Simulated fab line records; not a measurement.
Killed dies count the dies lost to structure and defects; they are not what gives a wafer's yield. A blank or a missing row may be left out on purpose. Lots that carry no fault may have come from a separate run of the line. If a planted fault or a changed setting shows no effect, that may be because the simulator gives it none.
Chamber matching	flow n5Finfet	4 sister chambers for N5_BEOL_M13_ETCH_59 on rieDiel-05
The step etches BARC in N2/H2, target depth 89 nm, overetch 26.7 nm, time 67.9 s. 22 wafers are shown with their chamber, then 11 later ones without.

== WAFERS PAIRED WITH THEIR CHAMBERS ==
wafer	chamber	throttleValvePct (%)	showerheadPlenumPTorr (Torr)	oesProductAu (a.u.)
L074.1	2	17.78	2.59	0.74
L074.3	3	17.46	2.46	0.75
L074.6	0	18.26	2.63	0.62
L075.1	2	17.78	2.59	0.73
L075.3	0	18.27	2.63	0.62
L075.4	3	17.47	2.46	0.75
L076.1	2	17.80	2.59	0.72
L076.3	0	18.26	2.63	0.62
L076.6	0	18.26	2.63	0.62
L079.1	1	17.76	2.52	0.61
L079.3	3	17.47	2.46	0.74
L079.4	0	18.28	2.63	0.62
L077.1	3	17.47	2.46	0.73
L077.3	2	17.80	2.59	0.73
L077.6	0	18.28	2.63	0.62
L085.3	1	17.79	2.51	0.61
L085.5	2	17.82	2.58	0.71
L085.6	1	17.78	2.51	0.61
L087.2	3	17.51	2.45	0.72
L087.3	0	18.30	2.62	0.61
L087.5	1	17.79	2.51	0.61
L088.1	0	18.33	2.62	0.60

SIGNATURES (averages over the wafers above)
reading	chamber 0	chamber 1	chamber 2	chamber 3	scatter within a chamber
throttleValvePct	18.2800	17.7800	17.7960	17.4760	0.0203
showerheadPlenumPTorr	2.6275	2.5125	2.5880	2.4580	0.00462
oesProductAu	0.6162	0.6100	0.7260	0.7380	0.00939
Rule: for each reading, subtract the chamber's mean from the wafer's reading, divide by that reading's scatter and square the result; add these up over the readings and take the root, which gives the wafer's distance from the chamber. If the next closest chamber is less than 2 further off than the closest, the wafer can't be placed; otherwise it belongs to the closest. The scatter is the square root of a quotient: the sum, over the shown wafers, of each reading's squared deviation from its chamber's mean, divided by wafers minus chambers.

== WAFERS MISSING THEIR CHAMBER ==
wafer	throttleValvePct (%)	showerheadPlenumPTorr (Torr)	oesProductAu (a.u.)
L088.4	17.82	2.58	0.71
L088.5	17.51	2.45	0.72
L091.3	17.51	2.45	0.72
L091.4	18.29	2.62	0.61
L091.6	18.31	2.62	0.60
L090.1	17.51	2.45	0.71
L090.3	17.82	2.51	0.60
L090.5	18.34	2.62	0.60
L095.2	18.32	2.62	0.60
L095.4	17.85	2.50	0.59
L095.6	17.85	2.57	0.69

== CHAMBER TAKEN BY EACH ==
wafer	from the rows above	in truth
L088.4	2	2
L088.5	3	3
L091.3	3	3
L091.4	0	0
L091.6	0	0
L090.1	3	3
L090.3	1	1
L090.5	0	0
L095.2	0	0
L095.4	1	1
L095.6	2	2
Correct placement for 11 of the 11. Can't be placed from these rows: 0. 0 placed wrongly.
